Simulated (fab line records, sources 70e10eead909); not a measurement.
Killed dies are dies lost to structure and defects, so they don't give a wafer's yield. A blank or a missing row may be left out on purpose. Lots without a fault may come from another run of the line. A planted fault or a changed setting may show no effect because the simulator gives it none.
A struck lot beside a sound one | flow nand_harc | 23 steps out of a route of 1302
Sound: wafers L293.1, L293.2, L293.5. Struck: wafers L303.1, L303.4, L303.5. The cause comes at the end.
At each step with rows: each side's tool, then ch and its chambers, then its first start. Under that, the readings that differ: sound wafers | struck wafers | difference of the means | sigmas: that difference in standard deviations of wafers without a fault.
alike: readings whose means differ by less than 2 such deviations, and words and numbers that are the same on both sides. not compared: withheld readings, readings that some wafer has no value for, bounds like >300 that may hide the same value, and numbers for which the record gives no deviation and whose values overlap.
The two part at a step that has a row with sigmas, a row that says differs or no value, or rows on one side only. Numbers that don't overlap but have no deviation are shown without sigmas and don't part them. A reading that every wafer of one side lacks parts them only if that side has two wafers or more.

first, 4 steps without rows for these wafers: NHARC_P_GATE_EBR_87; NHARC_P_GATE_EXPOSE_88 (exposes mask P HVN, target cd 2000 nm); NHARC_P_GATE_PEB_89 (peb time 85 s); NHARC_P_GATE_DEVELOP_90 (time 70 s).
NHARC_P_GATE_CD_MEAS_91: target cd 2000 nm.
  sound on cd_sem-01 ch 0, day 7 04:32; struck on cd_sem-03 ch 0, day 11 19:15
  alike: cd_nm
then, 1 step without rows for these wafers: NHARC_P_GATE_HARDBAKE_92 (time 80 s).
NHARC_P_GATE_DESCUM_93: chemistry O2, time 3 s.
  sound on rie_diel-03 ch 2,3, day 7 04:41; struck on rie_diel-03 ch 1,2,3, day 11 19:25
  alike: chamber_pressure_mTorr, drypump_motor_current_A, oes_product_au, rf_vpp_V, showerhead_plenum_p_Torr, throttle_valve_pct
  not compared: rf_hours_counter_h
then, 1 step without rows for these wafers: NHARC_P_GATE_IMPLANT_94.
NHARC_P_GATE_STRIP_113: strips in N2/H2, time 740 s.
  sound on plasma_asher-01 ch 0,1, day 7 05:04; struck on plasma_asher-02 ch 0,1, day 11 19:56
  alike: drypump_motor_current_A, heater_power_w
  not compared: rf_hours_counter_h
then, 3 steps without rows for these wafers: NHARC_P_GATE_STRIP_95 (strips in O2); NHARC_P_GATE_STRIP_96 (strips in SPM, time 900 s); NHARC_P_GATE_RTA_64 (time 1 s).
NHARC_P_GATE_ETCH_77: etches SiO2 in dHF, target depth 6 nm.
  sound on wet_bench-01 ch 1,5,6, day 7 06:32; struck on wet_bench-02 ch 1,3,5, day 11 21:25
NHARC_P_GATE_DEGAS_109: time 60 s.
  sound on pvd_sputter-01, day 7 06:38; struck on pvd_sputter-01, day 11 21:32
  alike: heater_power_w
then, 3 steps without rows for these wafers: NHARC_P_GATE_PRE_CLEAN_110 (time 30 s); NHARC_P_GATE_SPUTTER_78 (material Ni, target thk 10 nm); NHARC_P_GATE_SPUTTER_79 (material TiN, target thk 10 nm).
NHARC_P_GATE_RTA_80: time 30 s.
  sound on rtp_anneal-02 ch 0, day 7 06:58; struck on rtp_anneal-02 ch 0, day 11 21:49
  alike: lamp_power_pct, lamp_zone_4_pct, wafer_temp_C_max
then, 1 step without rows for these wafers: NHARC_P_GATE_STRIP_67 (strips in SPM, time 600 s).
NHARC_P_GATE_RTA_82: time 30 s.
  sound on rtp_anneal-01 ch 0, day 7 07:28; struck on rtp_anneal-02 ch 0, day 11 22:17
  reading             | sound       | struck      | difference | sigmas
  lamp_power_pct (%)  | 4.7 4.7 4.7 | 4.0 4.0 4.0 | -0.7       | -2
  lamp_zone_4_pct (%) | 4.7 4.7 4.7 | 4.0 4.0 4.0 | -0.7       | -2
  alike: wafer_temp_C_max
NHARC_P_GATE_INSPECT_68:
  sound on defect_inspect-02, day 7 07:40; struck on defect_inspect-01, day 11 22:28
  reading          | sound       | struck      | difference | sigmas
  raw_defect_count | 275 201 409 | 544 600 604 | +288       | +4
then, 1 step without rows for these wafers: NHARC_P_CONTACT_DEP_30 (deposits SiNx, target thk 30 nm).
-- the record jumps here: 18 days lie between the struck wafers' starts before and after (it left off in module P_CONTACT and takes up again in module END, whose first step shown is number 1302 of the route) --
NHARC_END_SORT_01:
  the record has rows for the struck wafers here (prober-01 ch 0, day 30 01:58) and none for the sound ones

WHERE THEY PART
First at NHARC_P_GATE_RTA_82; last, within this record, at NHARC_END_SORT_01.

WHY: what the simulator had put in
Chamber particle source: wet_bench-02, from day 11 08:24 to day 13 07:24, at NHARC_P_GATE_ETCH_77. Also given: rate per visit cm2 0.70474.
